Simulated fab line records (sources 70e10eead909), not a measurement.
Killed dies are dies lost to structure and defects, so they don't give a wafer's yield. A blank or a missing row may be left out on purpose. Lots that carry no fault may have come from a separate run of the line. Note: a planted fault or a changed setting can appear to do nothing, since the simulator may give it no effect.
Matching of chambers	flow nand-harc	3 sister chambers for NHARC_A_M0_PRE_CLEAN_31 on pecvd-04
The step time 12 s. 3 wafers are shown with their chamber, then 7 later ones without.

EACH WAFER AND ITS CHAMBER
wafer	chamber	heater-power-w (W)
L584.3	1	639
L597.1	0	651
L597.2	2	630

WAFERS MISSING THEIR CHAMBER
wafer	heater-power-w (W)
L597.6	635
L600.4	635
L600.5	601
L600.6	718
L604.1	610
L604.5	766
L604.6	591

EACH ONE'S CHAMBER
wafer	from the rows above	in truth
L597.6	can't be placed: 1 or 2 or 0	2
L600.4	can't be placed: 1 or 2 or 0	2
L600.5	can't be placed: 2 or 1 or 0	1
L600.6	can't be placed: 0 or 1 or 2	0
L604.1	can't be placed: 2 or 1 or 0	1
L604.5	can't be placed: 0 or 1 or 2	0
L604.6	can't be placed: 2 or 1 or 0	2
Correct placement for 0 of the 7. Cannot be placed on the basis of these rows: 7; the candidates contain the true chamber in 7. Placed wrongly: 0.
How it was worked out, from the rows above alone: a wafer's distance from a chamber is the root of the sum, over the readings, of the square of ((its reading less the chamber's mean) divided by the reading's scatter). The wafer belongs to the nearest chamber; if the next one is less than 2 further off, it can't be placed. A chamber's mean is the mean of its shown wafers. The scatter: root of mean squared gap, hidden wafer to nearest shown wafer, with one shown wafer a chamber.
